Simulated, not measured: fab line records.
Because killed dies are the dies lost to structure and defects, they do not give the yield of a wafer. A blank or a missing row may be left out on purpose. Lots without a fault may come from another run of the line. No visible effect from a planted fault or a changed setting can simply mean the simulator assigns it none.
Which tool did it? / flow nand-harc / 13 lots, 38 wafers sampled, at 5 steps of a route of 1302

WHAT EACH GAUGE READ, for each wafer
NHARC_A_DECK1_JOINT_THK_MEAS_17: measures by ellipsometry. Usual: thk-nm at 45.1 nm, with a standard deviation of 1.3.
lot=L435; measured=day 12 15:29; on=film-metro-01; thk-nm (nm)=44.6 45.0 45.9; flag=
lot=L436; measured=day 12 20:19; on=film-metro-02; thk-nm (nm)=44.1 45.1 47.3; flag=
lot=L439; measured=day 14 00:31; on=film-metro-02; thk-nm (nm)=46.1 44.1 44.9; flag=
lot=L442; measured=day 14 18:09; on=film-metro-01; thk-nm (nm)=44.1 43.6 45.2; flag=
lot=L441; measured=day 14 23:42; on=film-metro-01; thk-nm (nm)=45.9 46.2 47.9; flag=
lot=L443; measured=day 15 20:05; on=film-metro-02; thk-nm (nm)=44.7 46.0 43.3; flag=
lot=L446; measured=day 17 14:13; on=film-metro-01; thk-nm (nm)=46.1 45.6 46.6; flag=
lot=L447; measured=day 17 13:05; on=film-metro-01; thk-nm (nm)=45.0 45.6 45.4; flag=
lot=L448; measured=day 18 00:19; on=film-metro-01; thk-nm (nm)=43.6 46.3 46.3; flag=
lot=L450; measured=day 18 13:32; on=film-metro-01; thk-nm (nm)=31.8 44.4 46.3; flag=OFF
lot=L451; measured=day 19 03:23; on=film-metro-02; thk-nm (nm)=31.1 46.2; flag=OFF
lot=L452; measured=day 19 03:13; on=film-metro-02; thk-nm (nm)=28.9 46.3 47.0; flag=OFF
lot=L458; measured=day 22 04:16; on=film-metro-01; thk-nm (nm)=46.6 46.4 47.1; flag=

NHARC_A_ONON_D2_THK_MEAS_24: measures by ellipsometry. Usual: thk-nm at 998 nm, with a standard deviation of 12.
lot=L435; measured=day 13 03:15; on=film-metro-02; thk-nm (nm)=1001 1002 1002; flag=
lot=L436; measured=day 13 08:07; on=film-metro-01; thk-nm (nm)=1003 1006 1004; flag=
lot=L439; measured=day 14 10:24; on=film-metro-02; thk-nm (nm)=975 975 975; flag=
lot=L442; measured=day 15 08:20; on=film-metro-02; thk-nm (nm)=997 997 999; flag=
lot=L441; measured=day 15 08:20; on=film-metro-01; thk-nm (nm)=986 985 985; flag=
lot=L443; measured=day 16 07:32; on=film-metro-01; thk-nm (nm)=1012 1014 1011; flag=
lot=L446; measured=day 18 00:25; on=film-metro-01; thk-nm (nm)=996 998 995; flag=
lot=L447; measured=day 18 00:25; on=film-metro-02; thk-nm (nm)=1007 1006 1006; flag=
lot=L448; measured=day 18 15:23; on=film-metro-01; thk-nm (nm)=1006 1008 1007; flag=
lot=L450; measured=day 19 00:59; on=film-metro-02; thk-nm (nm)=988 987 989; flag=
lot=L451; measured=day 19 14:39; on=film-metro-02; thk-nm (nm)=1009 1005; flag=
lot=L452; measured=day 19 14:37; on=film-metro-02; thk-nm (nm)=1008 1011 1009; flag=
lot=L458; measured=day 22 15:37; on=film-metro-01; thk-nm (nm)=1006 1005 1007; flag=

WHAT TOOL EACH LOT RAN ON (gives the tool, then ch and the chambers of the sampled wafers, and finally the start)
lot=L435; NHARC_A_CHANNEL_HOLE_D1_XSEM_31=xsem-02 ch 0, day 8 20:26; NHARC_A_DECK1_JOINT_ETCHBACK_07=rie-si-01 ch 2,3, day 10 22:48; NHARC_A_DECK1_JOINT_DEP_16=pecvd-01 ch 0,2, day 12 15:16
lot=L436; NHARC_A_CHANNEL_HOLE_D1_XSEM_31=xsem-02 ch 0, day 9 07:29; NHARC_A_DECK1_JOINT_ETCHBACK_07=rie-si-02 ch 0,1,2, day 11 08:19; NHARC_A_DECK1_JOINT_DEP_16=pecvd-04 ch 0,2, day 12 20:02
lot=L439; NHARC_A_CHANNEL_HOLE_D1_XSEM_31=xsem-01 ch 0, day 10 13:07; NHARC_A_DECK1_JOINT_ETCHBACK_07=rie-si-01 ch 0,1,2, day 12 12:11; NHARC_A_DECK1_JOINT_DEP_16=pecvd-03 ch 0,1,2, day 14 00:13
lot=L442; NHARC_A_CHANNEL_HOLE_D1_XSEM_31=xsem-02 ch 0, day 11 08:33; NHARC_A_DECK1_JOINT_ETCHBACK_07=rie-si-06 ch 0,1,2, day 13 08:45; NHARC_A_DECK1_JOINT_DEP_16=pecvd-03 ch 0,1,2, day 14 17:53
lot=L441; NHARC_A_CHANNEL_HOLE_D1_XSEM_31=xsem-01 ch 0, day 11 12:44; NHARC_A_DECK1_JOINT_ETCHBACK_07=rie-si-06 ch 0,1,2, day 13 14:38; NHARC_A_DECK1_JOINT_DEP_16=pecvd-03 ch 0,1,2, day 14 23:29
lot=L443; NHARC_A_CHANNEL_HOLE_D1_XSEM_31=xsem-01 ch 0, day 12 07:23; NHARC_A_DECK1_JOINT_ETCHBACK_07=rie-si-06 ch 0,3, day 14 10:05; NHARC_A_DECK1_JOINT_DEP_16=pecvd-03 ch 0,1,2, day 15 19:52
lot=L446; NHARC_A_CHANNEL_HOLE_D1_XSEM_31=xsem-01 ch 0, day 13 18:17; NHARC_A_DECK1_JOINT_ETCHBACK_07=rie-si-01 ch 2,3, day 15 19:41; NHARC_A_DECK1_JOINT_DEP_16=pecvd-03 ch 0,1, day 17 13:56
lot=L447; NHARC_A_CHANNEL_HOLE_D1_XSEM_31=xsem-01 ch 0, day 14 03:21; NHARC_A_DECK1_JOINT_ETCHBACK_07=rie-si-02 ch 0,3, day 16 03:26; NHARC_A_DECK1_JOINT_DEP_16=pecvd-04 ch 0,1,2, day 17 12:49
lot=L448; NHARC_A_CHANNEL_HOLE_D1_XSEM_31=xsem-02 ch 0, day 14 09:21; NHARC_A_DECK1_JOINT_ETCHBACK_07=rie-si-06 ch 0,2,3, day 16 13:14; NHARC_A_DECK1_JOINT_DEP_16=pecvd-04 ch 0,1, day 18 00:02
lot=L450; NHARC_A_CHANNEL_HOLE_D1_XSEM_31=xsem-01 ch 0, day 15 07:06; NHARC_A_DECK1_JOINT_ETCHBACK_07=rie-si-01 ch 0,1,3, day 17 05:35; NHARC_A_DECK1_JOINT_DEP_16=pecvd-03 ch 0,1, day 18 13:17
lot=L451; NHARC_A_CHANNEL_HOLE_D1_XSEM_31=xsem-01 ch 0, day 15 16:41; NHARC_A_DECK1_JOINT_ETCHBACK_07=rie-si-01 ch 0,3, day 17 17:35; NHARC_A_DECK1_JOINT_DEP_16=pecvd-03 ch 0,1, day 19 03:07
lot=L452; NHARC_A_CHANNEL_HOLE_D1_XSEM_31=xsem-02 ch 0, day 15 20:19; NHARC_A_DECK1_JOINT_ETCHBACK_07=rie-si-06 ch 1,2,3, day 17 21:07; NHARC_A_DECK1_JOINT_DEP_16=pecvd-03 ch 1,2, day 19 02:56
lot=L458; NHARC_A_CHANNEL_HOLE_D1_XSEM_31=xsem-02 ch 0, day 18 12:53; NHARC_A_DECK1_JOINT_ETCHBACK_07=rie-si-06 ch 1,2,3, day 20 13:10; NHARC_A_DECK1_JOINT_DEP_16=pecvd-04 ch 0,1,2, day 22 03:59
- NHARC_A_CHANNEL_HOLE_D1_XSEM_31
- NHARC_A_DECK1_JOINT_ETCHBACK_07: etches the open film in HBr, target depth 105 nm, time 26.9 s.
- NHARC_A_DECK1_JOINT_DEP_16: deposits SiO2, target thk 45 nm.

WHAT THE TOOLS THEMSELVES READ (means of the sampled wafers that have a number; where no wafer has one, the mark that the record gives instead)
NHARC_A_CHANNEL_HOLE_D1_XSEM_31. Usual: bot-cd-nm 74.8 nm, standard deviation 1.4; bow-nm 8.59 nm, standard deviation 0.23; tilt-deg 0.07 degrees, standard deviation 0.045.
lot=L435; tool=xsem-02; bot-cd-nm (nm)=74.9; bow-nm (nm)=8.64; tilt-deg (degrees)=0.09; flag=
lot=L436; tool=xsem-02; bot-cd-nm (nm)=73.1; bow-nm (nm)=8.21; tilt-deg (degrees)=0.13; flag=
lot=L439; tool=xsem-01; bot-cd-nm (nm)=74.7; bow-nm (nm)=8.41; tilt-deg (degrees)=0.07; flag=
lot=L442; tool=xsem-02; bot-cd-nm (nm)=76.8; bow-nm (nm)=9.06; tilt-deg (degrees)=0.03; flag=
lot=L441; tool=xsem-01; bot-cd-nm (nm)=76.4; bow-nm (nm)=8.68; tilt-deg (degrees)=0.12; flag=
lot=L443; tool=xsem-01; bot-cd-nm (nm)=74.0; bow-nm (nm)=8.84; tilt-deg (degrees)=0.03; flag=
lot=L446; tool=xsem-01; bot-cd-nm (nm)=75.4; bow-nm (nm)=8.35; tilt-deg (degrees)=0.13; flag=
lot=L447; tool=xsem-01; bot-cd-nm (nm)=75.0; bow-nm (nm)=8.30; tilt-deg (degrees)=0.08; flag=
lot=L448; tool=xsem-02; bot-cd-nm (nm)=74.7; bow-nm (nm)=9.00; tilt-deg (degrees)=0.07; flag=
lot=L450; tool=xsem-01; bot-cd-nm (nm)=73.2; bow-nm (nm)=8.69; tilt-deg (degrees)=0.04; flag=
lot=L451; tool=xsem-01; bot-cd-nm (nm)=76.2; bow-nm (nm)=8.98; tilt-deg (degrees)=0.04; flag=
lot=L452; tool=xsem-02; bot-cd-nm (nm)=73.2; bow-nm (nm)=8.60; tilt-deg (degrees)=0.10; flag=
lot=L458; tool=xsem-02; bot-cd-nm (nm)=73.4; bow-nm (nm)=8.52; tilt-deg (degrees)=0.01; flag=

NHARC_A_DECK1_JOINT_ETCHBACK_07. Usual: drypump-motor-current-A 5.8 A, standard deviation 0.35; hbr-flow-sccm 150.0 sccm, standard deviation 0.4; oes-product-au 1.004 a.u., standard deviation 0.0095; throttle-valve-pct 23.267 %, standard deviation 0.0081.
lot=L435; tool=rie-si-01; drypump-motor-current-A (A)=6.1; hbr-flow-sccm (sccm)=150.2; oes-product-au (a.u.)=1.006; throttle-valve-pct (%)=23.269; flag=
lot=L436; tool=rie-si-02; drypump-motor-current-A (A)=5.5; hbr-flow-sccm (sccm)=150.1; oes-product-au (a.u.)=1.005; throttle-valve-pct (%)=23.269; flag=
lot=L439; tool=rie-si-01; drypump-motor-current-A (A)=5.9; hbr-flow-sccm (sccm)=150.1; oes-product-au (a.u.)=0.995; throttle-valve-pct (%)=23.272; flag=
lot=L442; tool=rie-si-06; drypump-motor-current-A (A)=5.7; hbr-flow-sccm (sccm)=150.3; oes-product-au (a.u.)=1.009; throttle-valve-pct (%)=23.267; flag=
lot=L441; tool=rie-si-06; drypump-motor-current-A (A)=5.7; hbr-flow-sccm (sccm)=149.9; oes-product-au (a.u.)=1.005; throttle-valve-pct (%)=23.264; flag=
lot=L443; tool=rie-si-06; drypump-motor-current-A (A)=5.9; hbr-flow-sccm (sccm)=150.0; oes-product-au (a.u.)=0.995; throttle-valve-pct (%)=23.270; flag=
lot=L446; tool=rie-si-01; drypump-motor-current-A (A)=6.1; hbr-flow-sccm (sccm)=150.0; oes-product-au (a.u.)=1.008; throttle-valve-pct (%)=23.274; flag=
lot=L447; tool=rie-si-02; drypump-motor-current-A (A)=6.0; hbr-flow-sccm (sccm)=150.1; oes-product-au (a.u.)=1.012; throttle-valve-pct (%)=23.268; flag=
lot=L448; tool=rie-si-06; drypump-motor-current-A (A)=5.8; hbr-flow-sccm (sccm)=150.1; oes-product-au (a.u.)=1.009; throttle-valve-pct (%)=23.262; flag=
lot=L450; tool=rie-si-01; drypump-motor-current-A (A)=5.8; hbr-flow-sccm (sccm)=150.0; oes-product-au (a.u.)=1.006; throttle-valve-pct (%)=23.261; flag=
lot=L451; tool=rie-si-01; drypump-motor-current-A (A)=6.0; hbr-flow-sccm (sccm)=149.9; oes-product-au (a.u.)=1.015; throttle-valve-pct (%)=23.278; flag=
lot=L452; tool=rie-si-06; drypump-motor-current-A (A)=5.7; hbr-flow-sccm (sccm)=150.1; oes-product-au (a.u.)=1.003; throttle-valve-pct (%)=23.272; flag=
lot=L458; tool=rie-si-06; drypump-motor-current-A (A)=5.7; hbr-flow-sccm (sccm)=150.0; oes-product-au (a.u.)=1.005; throttle-valve-pct (%)=23.260; flag=

NHARC_A_DECK1_JOINT_DEP_16. Usual: heater-power-w 597 W, standard deviation 75; throttle-valve-pct 16.0 %, standard deviation 0.54.
lot=L435; tool=pecvd-01; heater-power-w (W)=589; throttle-valve-pct (%)=16.1; flag=
lot=L436; tool=pecvd-04; heater-power-w (W)=551; throttle-valve-pct (%)=16.0; flag=
lot=L439; tool=pecvd-03; heater-power-w (W)=579; throttle-valve-pct (%)=15.8; flag=
lot=L442; tool=pecvd-03; heater-power-w (W)=573; throttle-valve-pct (%)=15.6; flag=
lot=L441; tool=pecvd-03; heater-power-w (W)=567; throttle-valve-pct (%)=15.7; flag=
lot=L443; tool=pecvd-03; heater-power-w (W)=580; throttle-valve-pct (%)=15.8; flag=
lot=L446; tool=pecvd-03; heater-power-w (W)=666; throttle-valve-pct (%)=15.7; flag=
lot=L447; tool=pecvd-04; heater-power-w (W)=595; throttle-valve-pct (%)=16.2; flag=
lot=L448; tool=pecvd-04; heater-power-w (W)=562; throttle-valve-pct (%)=16.4; flag=
lot=L450; tool=pecvd-03; heater-power-w (W)=733; throttle-valve-pct (%)=15.5; flag=
lot=L451; tool=pecvd-03; heater-power-w (W)=656; throttle-valve-pct (%)=15.9; flag=
lot=L452; tool=pecvd-03; heater-power-w (W)=684; throttle-valve-pct (%)=15.4; flag=
lot=L458; tool=pecvd-04; heater-power-w (W)=590; throttle-valve-pct (%)=16.4; flag=

THE ANSWER, worked out from the rows above alone
Rule: a lot is off if the mean of its wafers that have a number lies more than 3 standard deviations from the usual mean. A lot without any number at a reading at which 4 lots or more have one is off too. The other lots that the step has rows for count as sound. First the gauges in route order, then the tools' own readings, where a lot's mean is used as printed above. At the first step where some lot is off, the reading lying furthest off is the one used; lots without a number count as furthest.
Off, at NHARC_A_DECK1_JOINT_THK_MEAS_17 on thk-nm: L450, L451, L452.
If a tool, at a process step before that reading, ran all the lots that are off and no sound lot after the first of them, it fits. Those tools and the gauges at NHARC_A_DECK1_JOINT_THK_MEAS_17 are tried in the same way. One fits: NHARC_A_DECK1_JOINT_DEP_16 on pecvd-03. A fault onset in the window from L446 (day 17 13:56, its last sound lot) to L450 (day 18 13:17, its first lot off) fits.

WHAT THE SIMULATOR HAD INSERTED
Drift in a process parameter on pecvd-03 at NHARC_A_DECK1_JOINT_DEP_16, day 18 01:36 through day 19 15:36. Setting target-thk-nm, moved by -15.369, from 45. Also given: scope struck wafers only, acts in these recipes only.
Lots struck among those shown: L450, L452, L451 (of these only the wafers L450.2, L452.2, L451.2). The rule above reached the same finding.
